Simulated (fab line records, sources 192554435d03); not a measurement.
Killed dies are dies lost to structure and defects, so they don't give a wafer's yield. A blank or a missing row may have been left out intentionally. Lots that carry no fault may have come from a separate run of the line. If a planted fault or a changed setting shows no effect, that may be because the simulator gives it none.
3 desks, one fault + flow n5Finfet + each desk holds nothing but its own numbers, with what lay behind them at the end

== THE DEFECT DESK ==
For each lot, the counts of the inspections along the route, averaged over the sampled wafers that have a number. If a lot's mean is further than 4 standard deviations from the usual mean, the lot is out of limits and carries the mark OUT (the distance appears in the brackets).
Columns: A = rawDefectCount at N5_BEOL_M3_INSPECT_13, usual 396; B = rawDefectCount at N5_BEOL_M3_INSPECT_30, usual 396
| lot  | first seen here | A              | B              |
|------|-----------------|----------------|----------------|
| L856 | day 7 18:39     | 432            | 444            |
| L862 | day 9 07:13     | 881 (+5.7) OUT | 880 (+5.7) OUT |
| L865 | day 9 21:14     | 990 (+7.0) OUT | 985 (+6.9) OUT |
| L877 | day 13 05:32    | 412            | 432            |
This desk's verdict: out of limits on L862, L865, starting with L862 at day 9 07:13 (rawDefectCount at N5_BEOL_M3_INSPECT_13). L856, L877: within limits.

== DESK OF THE TOOL OWNER: pecvd-03 ==
The tool's own readings at N5_BEOL_M3_PECVD_72 (deposits SiO2 from TEOS/O2, target thk 16 nm, time 18 s): means of the sampled wafers that have a number, for each lot that ran on this tool. If a lot's mean is further than 4 standard deviations from the usual mean, the lot is out of limits and carries the mark OUT (the distance appears in the brackets).
Columns: A = heaterPowerW at N5_BEOL_M3_PECVD_72, usual 732 W; B = showerheadPlenumPTorr at N5_BEOL_M3_PECVD_72, usual 8.82 Torr; C = susceptorTempC at N5_BEOL_M3_PECVD_72, usual 400.04 C; D = throttleValvePct at N5_BEOL_M3_PECVD_72, usual 22.4 %
| lot  | first seen here | A   | B    | C      | D    |
|------|-----------------|-----|------|--------|------|
| L856 | day 7 16:19     | 693 | 8.77 | 400.17 | 21.5 |
| L862 | day 9 05:31     | 692 | 8.78 | 400.08 | 21.9 |
| L865 | day 9 20:43     | 702 | 8.75 | 400.00 | 22.4 |
This desk found nothing out of limits on any of the 3 lots.

== METROLOGY DESK ==
What the gauges read, lot by lot, whatever tool the lot ran on: means of the sampled wafers that have a number. If a lot's mean is further than 4 standard deviations from the usual mean, the lot is out of limits and carries the mark OUT (the distance appears in the brackets). Only the readings that lie furthest out on some lot appear, 7 of the 10 it has.
Columns: A = DIBL_N at N5_BEOL_M4_RC_MEAS_101, usual 37.4 mV/V; B = IOFF_N at N5_BEOL_M4_RC_MEAS_101, usual 0.19 nA/um; C = IOFF_P at N5_BEOL_M4_RC_MEAS_101, usual 0.24 nA/um; D = ION_N at N5_BEOL_M4_RC_MEAS_101, usual 682 uA/um; E = ION_P at N5_BEOL_M4_RC_MEAS_101, usual 467 uA/um; F = SS_N at N5_BEOL_M4_RC_MEAS_101, usual 71.9 mV/dec; G = VT_P at N5_BEOL_M4_RC_MEAS_101, usual -248 mV
| lot  | first seen here | A    | B    | C    | D   | E   | F    | G    |
|------|-----------------|------|------|------|-----|-----|------|------|
| L856 | day 8 17:02     | 39.7 | 0.24 | 0.28 | 698 | 472 | 71.9 | -247 |
| L862 | day 10 01:49    | 39.3 | 0.24 | 0.30 | 698 | 475 | 72.5 | -243 |
| L865 | day 10 22:05    | 37.7 | 0.20 | 0.26 | 702 | 482 | 71.9 | -244 |
| L877 | day 14 17:56    | 37.1 | 0.19 | 0.25 | 682 | 471 | 72.6 | -247 |
This desk found nothing out of limits on any of the 4 lots.

== ALL TOGETHER ==
The defect desk could have raised an alarm at day 9 07:13, on L862, L865.
Nothing out of limits was seen by the tool owner's desk.
From the metrology desk's view, nothing was out of limits.
Tool owner's desk: L862, L865 on record, inside its limits.
The metrology desk has L862, L865 on record, within its limits.
All the named lots went through N5_BEOL_M3_PECVD_72 on pecvd-03.

== WHAT HAD BEEN PUT IN BY THE SIMULATOR ==
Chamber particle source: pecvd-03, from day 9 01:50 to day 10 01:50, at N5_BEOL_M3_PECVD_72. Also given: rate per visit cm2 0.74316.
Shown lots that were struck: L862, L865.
Hours from the fault's start to each desk's first reading out of limits: the defect desk, 5.
